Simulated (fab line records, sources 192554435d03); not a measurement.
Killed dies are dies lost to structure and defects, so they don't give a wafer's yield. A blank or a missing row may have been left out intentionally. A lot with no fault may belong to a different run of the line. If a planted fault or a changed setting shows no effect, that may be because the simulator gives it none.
fab line records	flow n5-finfet	part 1 of 2: steps 1 to 24 of 37
record: lots: 5	wafers: 15	last-day: 16
route steps=1938 shown STI_FIN_REVEAL@183 DUMMY_GATE@212
lots that met no fault: from a run of the same line without faults
start-h: hours from the record's opening day to when the first of the lot's shown wafers began	wait-h: how many hours have passed since the lot's step before this one	" repeats the value in the row above	L1.1+2: a single row standing in for several wafers	- no value present, or no start provided	* or withheld: withheld	< > ~ a bound
route shown NAME@n: a module of which the file shows steps, and the number in the route of the first	usual: mean/standard deviation of fault-free wafers	same: alike in all rows	chamber/n: place in a boat	sites: readings site by site	_std_site: the standard deviation of these	_edge_site: mean of outer sites minus mean of inner sites	radius-mm: for every site, how far away it sits from the centre of the wafer	mask NAME#n: copy n	behind: the most recent tool/chamber to have shaped the wafer	hold: why the lot was held/for how many hours/how that ended	device: transistor that didn't switch, given as n, p or np	end of line: at the end of the route, the tests of the same wafers	where a step has no rows: the recipe by itself	killed: dies that structure and defects cost at the first sort, which is not the same as the wafer's yield	map: shows each die of a wafer: x if killed, . if not, _ if none is there
set.NAME: the setting the step ran with; set.NAME@STEP: the setting that earlier step ran with	model.NAME: the simulator's own value behind a step, which no gauge read
a table for each step, a row for each wafer; lots at some steps of the route
services: when a tool's chamber went out of use (start-h, in hours from the record's first day, below 0 if earlier), for how many hours, and the reason
== steps ==
step: N5_STI_FIN_REVEAL_ALD_00
recipe: material: SiO2	target-thk-a: 10	temp-c: 300	ald-precursor-family: BDEAS	ald-co-reactant: O2-plasma	pulse-time-s: 1	pressure-torr: 2
usual: heater-power-w: 518/33	precursor-pulse-height-rel: 0.999/0.021
lot.wafer	tool	chamber	start-h	wait-h	heater-power-w	precursor-pulse-height-rel	since-wet-clean-h
L079.1	ald-sin-02	2	58.01	0.2	524	0.985	155
L079.3	"	3	"	"	497	0.980	155
L079.6	"	3	"	"	516	0.978	-
L084.1	ald-sin-04	0	87.89	0.5	549	1.006	80
L084.4	"	2	"	"	580	1.002	80
L084.5	"	1	"	"	476	0.987	-
L088.1	ald-sin-02	3	114.00	0.2	506	1.023	211
L088.4	"	1	"	"	536	0.997	211
L088.6	"	1	"	"	550	1.019	-
L092.1	ald-sin-02	2	135.98	0.0	534	0.996	233
L092.4	"	1	"	"	542	0.971	233
L092.6	"	2	"	"	532	1.015	-
L093.2	ald-sin-03	3	141.37	0.0	492	0.976	329
L093.4	"	0	"	"	441	0.988	329
L093.5	"	2	"	"	542	0.989	-
step: N5_STI_FIN_REVEAL_ALD_14
recipe: material: Si3N4	target-thk-a: 30	temp-c: 400	ald-precursor-family: SiH2I2	ald-co-reactant: N2/H2-plasma	pressure-torr: 2
usual: heater-power-w: 926/55
lot.wafer	tool	chamber	start-h	wait-h	heater-power-w	since-wet-clean-h
L079.1	ald-sin-02	2	58.06	0.0	936	155
L079.3	"	3	"	"	879	155
L079.6	"	3	"	"	908	-
L084.1	ald-sin-04	0	87.94	0.0	963	80
L084.4	"	2	"	"	1011	80
L084.5	"	1	"	"	847	-
L088.1	ald-sin-02	3	114.05	0.0	914	211
L088.4	"	1	"	"	942	211
L088.6	"	1	"	"	960	-
L092.1	ald-sin-02	2	136.03	0.0	979	233
L092.4	"	1	"	"	948	233
L092.6	"	2	"	"	962	-
L093.2	ald-sin-03	3	141.42	0.0	875	329
L093.4	"	0	"	"	788	329
L093.5	"	2	"	"	956	-
step: N5_STI_FIN_REVEAL_FCVD_FILL_01
recipe: material: SiO2_flowable	target-thk-a: 3120	temp-c: 100	pressure-torr: 0.8	rf-w: 2000	time-s: 512.2
same: time-s: 512.2
lot.wafer	tool	chamber	start-h	wait-h
L079.1+3+6	fcvd-02	1,0,0	58.30	0.1
L084.1+4+5	fcvd-01	0,0,1	88.18	0.1
L088.1+4+6	fcvd-02	1,1,0	114.29	0.1
L092.1+4+6	fcvd-02	0,1,0	136.27	0.1
L093.2+4+5	fcvd-02	0,1,1	141.66	0.1
step: N5_STI_FIN_REVEAL_DENSIFY_02
recipe: temp-c: 650	ambient: steam	time-s: 1800	idle-temp-c: 400	densification-p-h2o-torr: 640
usual: tube_center_temp_C_max: 651.69/0.28
same: time-s: 1800
lot.wafer	tool	chamber	start-h	wait-h	tube_center_temp_C_max
L079.1	furnace-01	0	58.93	0.4	652.20
L079.3	"	0	"	"	652.09
L079.6	"	0	"	"	651.25
L084.1	furnace-02	0	88.81	0.4	651.65
L084.4	"	0	"	"	651.33
L084.5	"	0	"	"	651.45
L088.1	furnace-01	0	114.93	0.4	651.85
L088.4	"	0	"	"	651.73
L088.6	"	0	"	"	651.59
L092.1	furnace-01	0	136.91	0.4	651.93
L092.4	"	0	"	"	652.13
L092.6	"	0	"	"	651.75
L093.2	furnace-02	0	142.29	0.4	651.47
L093.4	"	0	"	"	651.41
L093.5	"	0	"	"	651.60
step: N5_STI_FIN_REVEAL_CMP_04
recipe: stop-on: Si3N4	t-overpolish-s: 4	down-force-psi: 2	platen-rpm: 54.18	post-cmp-clean: alkaline-brush	pad-velocity-m-s: 1.078	target-thk-nm: 131.83
usual: head-pressure-psi: 2.000/0.0044	motor-current-A: 8.0/0.73	overpolish-run-s: 4.000/0.0095	time-to-endpoint-s: 104/3.6
lot.wafer	tool	chamber	start-h	wait-h	head-pressure-psi	motor-current-A	overpolish-run-s	time-to-endpoint-s
L079.3	cmp-02	3	63.14	0.1	2.011	7.1	3.989	106
L079.1	"	1	"	"	1.999	9.7	3.994	104
L079.6	"	2	"	"	1.996	7.3	3.997	102
L084.1	cmp-02	2	92.98	0.0	2.002	7.2	4.007	108
L084.4	"	3	"	"	1.991	7.1	4.000	104
L084.5	"	2	"	"	2.002	7.5	4.013	105
L088.1	cmp-02	0	119.13	0.1	2.000	7.9	4.015	106
L088.4	"	2	"	"	2.000	7.3	3.985	109
L088.6	"	3	"	"	1.994	7.1	4.007	102
L092.4	cmp-04	0	141.16	0.1	1.997	8.3	4.005	103
L092.1	"	1	"	"	2.002	7.9	3.996	108
L092.6	"	3	"	"	2.003	7.8	4.009	111
L093.4	cmp-02	1	146.46	0.0	2.003	9.5	4.001	102
L093.2	"	2	"	"	1.995	7.1	4.005	102
L093.5	"	1	"	"	2.003	9.4	4.002	101
step: N5_STI_FIN_REVEAL_THK_MEAS_05
usual: thk-nm: 131.8/0.9
lot.wafer	tool	chamber	start-h	wait-h	thk-nm
L079.1	film-metro-02	-	63.39	-	132.8
L079.3	"	-	"	"	132.9
L079.6	"	-	"	"	133.7
L084.1	film-metro-02	-	93.28	-	130.8
L084.4	"	-	"	"	132.2
L084.5	"	-	"	"	133.3
L088.1	film-metro-01	-	119.39	-	131.5
L088.4	"	-	"	"	131.1
L088.6	"	-	"	"	130.8
L092.1	film-metro-02	-	141.38	-	131.6
L092.4	"	-	"	"	130.8
L092.6	"	-	"	"	131.1
L093.2	film-metro-02	-	146.75	-	134.8
L093.4	"	-	"	"	133.0
L093.5	"	-	"	"	133.1
step: N5_STI_FIN_REVEAL_DENSIFY_30
recipe: temp-c: *	time-s: *	ambient: N2	idle-temp-c: 600	ramp-up-c-per-s: 150	ramp-down-c-per-s: 60	cool-to-c: 600
usual: lamp-power-pct: 11.53/0.057	wafer_temp_C_max: *
same: time-s: *
lot.wafer	tool	chamber	start-h	wait-h	lamp-power-pct	wafer_temp_C_max
L079.1	rtp-anneal-01	0	63.42	0.0	11.55	*
L079.3	"	0	"	"	11.58	*
L079.6	"	0	"	"	11.41	*
L084.1	rtp-anneal-02	0	93.30	0.0	11.61	*
L084.4	"	0	"	"	11.48	*
L084.5	"	0	"	"	11.45	*
L088.1	rtp-anneal-01	0	119.41	0.0	11.54	*
L088.4	"	0	"	"	11.42	*
L088.6	"	0	"	"	11.54	*
L092.1	rtp-anneal-02	0	141.41	0.0	11.56	*
L092.4	"	0	"	"	11.53	*
L092.6	"	0	"	"	11.53	*
L093.2	rtp-anneal-02	0	146.87	0.1	11.53	*
L093.4	"	0	"	"	11.55	*
L093.5	"	0	"	"	11.51	*
step: N5_STI_FIN_REVEAL_ETCHBACK_08
recipe: chemistry: C4F6/O2	target: SiO2	target-depth-a: 305	time-s: 10.167	ion-energy-ev: 250	pressure-mtorr: 30	source-w: 345	bias-w: 185	Ar_flow_sccm: 300	C4F6_flow_sccm: 10	O2_flow_sccm: 10
usual: drypump-motor-current-A: 5.8/0.39	mfc-ar-sccm: 300.1/0.93	oes_ar_750_au: 0.76/0.067	oes-product-au: 0.76/0.072	rf-vpp-V: 664/6	showerhead-plenum-p-Torr: 2.80/0.077	throttle-valve-pct: 21.27/0.22
same: time-s: 10.167
lot.wafer	tool	chamber	start-h	wait-h	drypump-motor-current-A	mfc-ar-sccm	oes_ar_750_au	oes-product-au	rf-hours-counter-h	rf-vpp-V	showerhead-plenum-p-Torr	throttle-valve-pct
L079.1	rie-diel-05	2	63.65	0.2	6.2	300.1	0.70	0.70	216	664	2.93	21.50
L079.3	"	1	"	"	5.1	300.6	0.68	0.69	233	668	2.81	21.26
L079.6	"	0	"	"	5.7	299.6	0.90	0.92	-	663	2.78	20.94
L084.1	rie-diel-05	1	93.55	0.2	5.1	300.4	0.68	0.68	243	668	2.81	21.27
L084.4	"	3	"	"	5.8	300.9	0.74	0.74	187	656	2.83	21.21
L084.5	"	0	"	"	5.6	300.6	0.88	0.91	-	663	2.78	20.96
L088.1	rie-diel-05	3	119.64	0.2	5.8	300.8	0.74	0.73	197	655	2.83	21.19
L088.4	"	2	"	"	6.2	299.7	0.70	0.68	-	662	2.92	21.50
L088.6	"	0	"	"	5.6	299.7	0.87	0.89	-	662	2.77	20.96
L092.1	rie-diel-02	1	141.62	0.2	5.0	301.7	0.74	0.73	172	661	2.74	21.18
L092.4	"	1	"	"	5.0	299.8	0.74	0.73	-	660	2.74	21.18
L092.6	"	0	"	"	5.9	300.6	0.72	0.71	-	661	2.71	21.28
L093.2	rie-diel-02	2	147.05	0.2	6.2	300.0	0.76	0.75	171	677	2.95	21.56
L093.4	"	0	"	"	5.9	300.6	0.71	0.71	202	658	2.70	21.26
L093.5	"	1	"	"	5.0	299.8	0.75	0.73	-	661	2.74	21.18
step: N5_STI_FIN_REVEAL_STRIP_24
recipe: chemistry: N2/H2	time-s: 90	power-w: 100	temp-c: 40	pressure-mtorr: 100	rf-frequency-hz: 6e+07	bias-power-w: 3	n2-flow-sccm: 300	h2-flow-sccm: 300
usual: drypump-motor-current-A: 5.8/0.39	oes-product-au: 0.76/0.072	rf-vpp-V: 45.1/0.91	showerhead-plenum-p-Torr: 3.33/0.092	throttle-valve-pct: 12.33/0.23
same: time-s: 90
lot.wafer	tool	chamber	start-h	wait-h	drypump-motor-current-A	oes-product-au	rf-hours-counter-h	rf-vpp-V	showerhead-plenum-p-Torr	throttle-valve-pct
L079.1	rie-diel-05	2	63.68	0.0	6.3	0.71	216	46.5	3.47	12.54
L079.3	"	1	"	"	5.1	0.69	233	43.9	3.35	12.52
L079.6	"	0	"	"	5.6	0.93	-	44.8	3.32	11.88
L084.1	rie-diel-05	1	93.59	0.0	5.1	0.69	243	45.4	3.34	12.52
L084.4	"	3	"	"	5.8	0.74	187	45.3	3.34	12.29
L084.5	"	0	"	"	5.6	0.90	-	46.2	3.31	11.91
L088.1	rie-diel-05	3	119.68	0.0	5.7	0.73	197	44.4	3.34	12.31
L088.4	"	2	"	"	6.2	0.68	-	43.5	3.46	12.57
L088.6	"	0	"	"	5.7	0.89	-	44.1	3.31	11.95
L092.1	rie-diel-02	1	141.66	0.0	5.0	0.73	172	45.8	3.24	12.21
L092.4	"	1	"	"	5.0	0.73	-	45.0	3.24	12.22
L092.6	"	0	"	"	5.9	0.72	-	44.7	3.21	12.44
L093.2	rie-diel-02	2	147.08	0.0	6.2	0.75	171	46.0	3.50	12.58
L093.4	"	0	"	"	5.9	0.71	202	45.6	3.21	12.44
L093.5	"	1	"	"	5.0	0.73	-	44.4	3.24	12.23
step: N5_STI_FIN_REVEAL_PRECLEAN_25
recipe: chemistry: SPM	time-s: 90	temp-c: 120	mix: 4:1
same: time-s: 90
lot.wafer	tool	chamber	start-h	wait-h
L079.1+3+6	wet-bench-03	2,5,3	63.80	0.1
L084.1+4+5	wet-bench-01	2,1,0	93.71	0.1
L088.1+4+6	wet-bench-01	4,6,1	119.80	0.1
L092.1+4+6	wet-bench-03	7,0,4	141.78	0.1
L093.2+4+5	wet-bench-05	7,0,1	147.21	0.1
step: N5_STI_FIN_REVEAL_PRECLEAN_26
recipe: chemistry: SC1	time-s: 45	temp-c: 46	mix: 1:2:100
same: time-s: 45
lot.wafer	tool	chamber	start-h	wait-h
L079.1+3+6	wet-bench-03	2,5,3	63.83	0.0
L084.1+4+5	wet-bench-01	2,1,0	93.74	0.0
L088.1+4+6	wet-bench-01	4,6,1	119.83	0.0
L092.1+4+6	wet-bench-03	7,0,4	141.81	0.0
L093.2+4+5	wet-bench-05	7,0,1	147.24	0.0
step: N5_STI_FIN_REVEAL_PRECLEAN_29
recipe: chemistry: DHF	time-s: 30	temp-c: 25	dilution: 300:1
same: time-s: 30
lot.wafer	tool	chamber	start-h	wait-h
L079.1+3+6	wet-bench-03	2,5,3	63.85	0.0
L084.1+4+5	wet-bench-01	2,1,0	93.75	0.0
L088.1+4+6	wet-bench-01	4,6,1	119.84	0.0
L092.1+4+6	wet-bench-03	7,0,4	141.82	0.0
L093.2+4+5	wet-bench-05	7,0,1	147.25	0.0
step: N5_STI_FIN_REVEAL_SRD_12
recipe: time-s: 30	temp-c: 23	rinse-liquid: diw	dry: ipa-marangoni
same: time-s: 30
lot.wafer	tool	chamber	start-h	wait-h
L079.1+3+6	wet-bench-03	2,5,3	63.85	0.0
L084.1+4+5	wet-bench-01	2,1,0	93.76	0.0
L088.1+4+6	wet-bench-01	4,6,1	119.85	0.0
L092.1+4+6	wet-bench-03	7,0,4	141.83	0.0
L093.2+4+5	wet-bench-05	7,0,1	147.26	0.0
step: N5_STI_FIN_REVEAL_RECESS_09
recipe: chemistry: HF/NH3	target: SiO2	afs-cycles: 11	target-depth-a: 425	temp-c: 30	sublimation-temp-c: 180	sublimation-time-s: 60
usual: drypump-motor-current-A: 5.9/0.6
lot.wafer	tool	chamber	start-h	wait-h	drypump-motor-current-A
L079.1	vapor-etch-02	1	63.90	0.0	6.1
L079.3	"	1	"	"	6.1
L079.6	"	1	"	"	6.1
L084.1	vapor-etch-01	0	93.80	0.0	6.3
L084.4	"	1	"	"	6.8
L084.5	"	0	"	"	6.3
L088.1	vapor-etch-02	0	119.89	0.0	5.1
L088.4	"	1	"	"	6.1
L088.6	"	1	"	"	6.1
L092.1	vapor-etch-02	0	141.87	0.0	5.1
L092.4	"	0	"	"	5.1
L092.6	"	1	"	"	6.1
L093.2	vapor-etch-02	0	147.30	0.0	5.1
L093.4	"	0	"	"	5.1
L093.5	"	0	"	"	5.1
step: N5_STI_FIN_REVEAL_STRIP_16
recipe: chemistry: H3PO4	material: SiNx	temp-c: 165	target-depth-a: 238	overetch-fraction: 0.4964	dry: ipa-marangoni
lot.wafer	tool	chamber	start-h	wait-h
L079.1+3+6	wet-bench-01	0,6,4	65.51	1.1
L084.1+4+5	wet-bench-03	3,0,6	95.42	1.1
L088.1+4+6	wet-bench-01	1,6,0	122.04	1.4
L092.1+4+6	wet-bench-01	1,0,4	143.49	1.1
L093.2+4+5	wet-bench-03	3,4,6	149.25	1.4
step: N5_STI_FIN_REVEAL_PRECLEAN_17
recipe: chemistry: NF3:NH3	afs-cycles: 1	temp-c: 30	time-s: 20	sublimation-temp-c: 180	sublimation-time-s: 60	pressure-torr: 3	rf-power-w: 30
same: time-s: 20
lot.wafer	tool	chamber	start-h	wait-h
L079.1+3+6	remote-plasma-02	1	65.79	0.0
L084.1+4+5	remote-plasma-02	0	95.69	0.0
L088.1+4+6	remote-plasma-02	1	122.33	0.0
L092.1+4+6	remote-plasma-01	0	143.76	0.0
L093.2+4+5	remote-plasma-02	1	149.55	0.1
step: N5_STI_FIN_REVEAL_ETCH_34
recipe: chemistry: H2	mode: isotropic	material: Si	target: Si	target-depth-a: 9.7	temp-c: 20	pressure-mtorr: 4.5	icp-w: 300	bias-w: 0	h2-flow-sccm: 7.5	he-flow-sccm: 142.5
usual: drypump-motor-current-A: 5.5/0.49	oes-product-au: 0.998/0.016	throttle-valve-pct: 25.62/0.19
lot.wafer	tool	chamber	start-h	wait-h	drypump-motor-current-A	oes-product-au	rf-hours-counter-h	throttle-valve-pct
L079.1	rie-si-05	0	66.17	0.3	5.7	0.999	104	25.35
L079.3	"	2	"	"	5.9	1.009	48	25.60
L079.6	"	0	"	"	5.7	1.007	-	25.35
L084.1	rie-si-03	1	95.89	0.2	6.3	0.986	66	25.49
L084.4	"	3	"	"	4.9	1.013	25	25.82
L084.5	"	0	"	"	5.2	1.027	-	25.88
L088.1	rie-si-03	2	122.53	0.2	5.3	0.969	84	25.47
L088.4	"	1	"	"	6.3	0.983	66	25.50
L088.6	"	1	"	"	6.3	0.974	-	25.50
L092.1	rie-si-05	0	143.96	0.2	5.7	0.993	106	25.37
L092.4	"	3	"	"	5.2	0.984	52	25.50
L092.6	"	3	"	"	5.2	0.988	-	25.48
L093.2	rie-si-05	2	149.72	0.1	5.9	1.003	50	25.61
L093.4	"	0	"	"	5.7	0.995	106	25.33
L093.5	"	3	"	"	5.2	0.981	-	25.48
step: N5_STI_FIN_REVEAL_OXIDATION_31
recipe: chemistry: O2_PLASMA_REMOTE	temp-c: 150	time-s: 20	pressure-mtorr: 1000	source-power-w: 2000	o2-flow-sccm: 3000
usual: drypump-motor-current-A: 5.6/0.4	heater-power-w: 146/16
same: time-s: 20
lot.wafer	tool	chamber	start-h	wait-h	drypump-motor-current-A	heater-power-w	rf-hours-counter-h
L079.1	plasma-asher-02	0	66.23	0.0	5.7	129	81
L079.3	"	1	"	"	6.2	140	-
L079.6	"	1	"	"	6.2	135	-
L084.1	plasma-asher-01	1	95.95	0.0	5.1	167	46
L084.4	"	1	"	"	5.1	170	-
L084.5	"	1	"	"	5.0	166	-
L088.1	plasma-asher-01	1	122.89	0.3	5.1	170	54
L088.4	"	0	"	"	5.6	138	-
L088.6	"	1	"	"	5.1	164	-
L092.1	plasma-asher-02	0	144.02	0.0	5.7	128	92
L092.4	"	1	"	"	6.2	141	-
L092.6	"	0	"	"	5.7	130	-
L093.2	plasma-asher-02	0	149.78	0.0	5.7	129	93
L093.4	"	0	"	"	5.7	126	-
L093.5	"	0	"	"	5.7	131	-
step: N5_STI_FIN_REVEAL_PRECLEAN_32
recipe: chemistry: NF3:NH3	afs-cycles: 1	temp-c: 30	time-s: 20	sublimation-temp-c: 180	sublimation-time-s: 60	pressure-torr: 3	rf-power-w: 30
same: time-s: 20
lot.wafer	tool	chamber	start-h	wait-h
L079.1+3+6	remote-plasma-02	1	66.31	0.1
L084.1+4+5	remote-plasma-01	0	96.04	0.1
L088.1+4+6	remote-plasma-01	0	122.98	0.1
L092.1+4+6	remote-plasma-02	1	144.11	0.1
L093.2+4+5	remote-plasma-01	0	149.90	0.1
step: N5_STI_FIN_REVEAL_STRIP_35
recipe: chemistry: H3PO4	material: Si3N4	temp-c: 165	target-depth-a: 40	time-s: 39
same: time-s: 39
lot.wafer	tool	chamber	start-h	wait-h
L079.1+3+6	wet-bench-01	2,3,5	66.70	0.3
L084.1+4+5	wet-bench-01	3,4,1	96.26	0.2
L088.1+4+6	wet-bench-01	3,0,5	123.19	0.2
L092.1+4+6	wet-bench-05	0,7,6	144.32	0.2
L093.2+4+5	wet-bench-03	2,5,7	150.08	0.2
step: N5_STI_FIN_REVEAL_SRD_21
recipe: dry: ipa-marangoni	time-s: 30	temp-c: 23	rinse-liquid: diw
same: time-s: 30
lot.wafer	tool	chamber	start-h	wait-h
L079.1+3+6	wet-bench-01	2,3,5	66.72	0.0
L084.1+4+5	wet-bench-01	3,4,1	96.27	0.0
L088.1+4+6	wet-bench-01	3,0,5	123.20	0.0
L092.1+4+6	wet-bench-05	0,7,6	144.33	0.0
L093.2+4+5	wet-bench-03	2,5,7	150.09	0.0
step: N5_STI_FIN_REVEAL_OXIDATION_33
recipe: chemistry: O2_PLASMA_REMOTE	temp-c: 150	time-s: 20	pressure-mtorr: 1000	source-power-w: 2000	o2-flow-sccm: 3000
usual: drypump-motor-current-A: 5.6/0.4	heater-power-w: 144/15
same: time-s: 20
lot.wafer	tool	chamber	start-h	wait-h	drypump-motor-current-A	heater-power-w	rf-hours-counter-h
L079.1	plasma-asher-01	0	66.76	0.0	5.6	138	41
L079.3	"	1	"	"	5.1	168	-
L079.6	"	0	"	"	5.6	140	-
L084.1	plasma-asher-01	1	96.32	0.0	5.1	169	47
L084.4	"	1	"	"	5.1	171	-
L084.5	"	1	"	"	5.1	166	-
L088.1	plasma-asher-01	0	123.25	0.0	5.6	139	54
L088.4	"	0	"	"	5.6	136	-
L088.6	"	0	"	"	5.6	140	-
L092.1	plasma-asher-01	1	144.38	0.0	5.1	168	59
L092.4	"	0	"	"	5.6	136	-
L092.6	"	1	"	"	5.1	168	-
L093.2	plasma-asher-01	1	150.13	0.0	5.1	167	61
L093.4	"	1	"	"	5.1	167	-
L093.5	"	1	"	"	5.1	166	-
step: N5_STI_FIN_REVEAL_CLEAN_19
recipe: chemistry: O3/DIW	temp-c: 25	time-s: 120	o3-ppm: 10
same: time-s: 120
lot.wafer	tool	chamber	start-h	wait-h
L079.1+3+6	wet-bench-01	0,5,3	66.85	0.1
L084.1+4+5	wet-bench-01	7,6,0	96.40	0.1
L088.1+4+6	wet-bench-03	0,6,7	123.34	0.1
L092.1+4+6	wet-bench-05	2,1,6	144.47	0.1
L093.2+4+5	wet-bench-03	6,2,1	150.22	0.1
step: N5_STI_FIN_REVEAL_SRD_23
recipe: dry: ipa-marangoni	time-s: 30	temp-c: 23	rinse-liquid: diw
same: time-s: 30
lot.wafer	tool	chamber	start-h	wait-h
L079.1+3+6	wet-bench-01	0,5,3	66.88	0.0
L084.1+4+5	wet-bench-01	7,6,0	96.44	0.0
L088.1+4+6	wet-bench-03	0,6,7	123.38	0.0
L092.1+4+6	wet-bench-05	2,1,6	144.50	0.0
L093.2+4+5	wet-bench-03	6,2,1	150.26	0.0
